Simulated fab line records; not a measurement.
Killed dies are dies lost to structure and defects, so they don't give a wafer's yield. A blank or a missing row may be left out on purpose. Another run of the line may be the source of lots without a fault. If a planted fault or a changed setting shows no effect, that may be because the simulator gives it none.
Which tool is to blame? | flow nand_harc | 21 wafers from 7 lots sampled at 4 of the route's 1302 steps

== WHAT THE GAUGES SHOWED, per wafer ==
NHARC_A_M1_CD_MEAS_09 targets a cd of 120 nm.
lot  | measured     | on        | cd_nm (nm)
L233 | day 23 16:56 | cd_sem-03 | 119.7 119.3 119.9
L235 | day 25 16:35 | cd_sem-01 | 120.6 119.7 119.6
L238 | day 26 21:14 | cd_sem-03 | 119.7 119.6 119.7
L240 | day 27 04:17 | cd_sem-01 | 119.5 120.3 120.5
L249 | day 30 02:35 | cd_sem-01 | 120.2 120.6 120.7
L251 | day 31 20:41 | cd_sem-02 | 52.9 52.7 52.0
L253 | day 32 03:51 | cd_sem-03 | 119.8 119.4 120.4

== WHAT TOOL EACH LOT RAN ON (gives the tool, then ch and the chambers of the sampled wafers, and finally the start) ==
lot  | NHARC_A_M0_DESCUM_14               | NHARC_A_M0_PRE_CLEAN_29                 | NHARC_A_M1_PEB_07
L233 | rie_diel-07 ch 0,3, day 23 13:11   | pvd_sputter-02, day 23 16:52 or earlier | litho_track-01 ch 0, day 23 16:52
L235 | rie_diel-11 ch 0,1,2, day 25 12:43 | pvd_sputter-03, day 25 16:30 or earlier | litho_track-04 ch 0, day 25 16:30
L238 | rie_diel-07 ch 0,1,3, day 26 17:23 | pvd_sputter-01, day 26 21:10 or earlier | litho_track-06 ch 0, day 26 21:10
L240 | rie_diel-06 ch 0,1,3, day 27 00:25 | pvd_sputter-02, day 27 04:12 or earlier | litho_track-04 ch 0, day 27 04:12
L249 | rie_diel-07 ch 0,1,3, day 29 22:43 | pvd_sputter-01, day 30 02:30 or earlier | litho_track-01 ch 0, day 30 02:30
L251 | rie_diel-11 ch 0,1,2, day 31 16:56 | pvd_sputter-01, day 31 20:37 or earlier | litho_track-06 ch 0, day 31 20:37
L253 | rie_diel-06 ch 2,3, day 31 23:58   | pvd_sputter-01, day 32 03:46 or earlier | litho_track-04 ch 0, day 32 03:46
- NHARC_A_M0_DESCUM_14: chemistry O2, time 3 s.
- NHARC_A_M0_PRE_CLEAN_29: time 30 s.
- NHARC_A_M1_PEB_07: peb time 65 s.

== THE ANSWER, worked out from the rows above alone ==
Rule: the lots themselves supply what counts as usual. Put in order of their means at a reading, lots are off if they are a third of the lots or fewer, leave a main group of 4 or more, and stand apart from it by a gap of 3 or more times the standard deviation of the main group's means; of several such gaps the widest counts. Not used: any main group whose means are identical at the precision the tables above print for the reading. A lot without any number at a reading at which 4 lots or more have one is off too. Where the step has rows for the other lots, those lots are counted as sound.
Off: L251 (NHARC_A_M1_CD_MEAS_09, cd_nm). The main group: mean 120.0 nm, standard deviation 0.29.
If a tool, at a process step before that reading, ran all the lots that are off and no sound lot after the first of them, it fits. The gauges at NHARC_A_M1_CD_MEAS_09 are tried like those tools. NHARC_A_M0_PRE_CLEAN_29: start missing for some lots; hours and lot order therefore follow NHARC_A_M1_PEB_07. Can't be told from this: 3 tools fit, rie_diel-11 at NHARC_A_M0_DESCUM_14, litho_track-06 at NHARC_A_M1_PEB_07, cd_sem-02 at NHARC_A_M1_CD_MEAS_09.

== WHAT THE SIMULATOR HAD INSERTED ==
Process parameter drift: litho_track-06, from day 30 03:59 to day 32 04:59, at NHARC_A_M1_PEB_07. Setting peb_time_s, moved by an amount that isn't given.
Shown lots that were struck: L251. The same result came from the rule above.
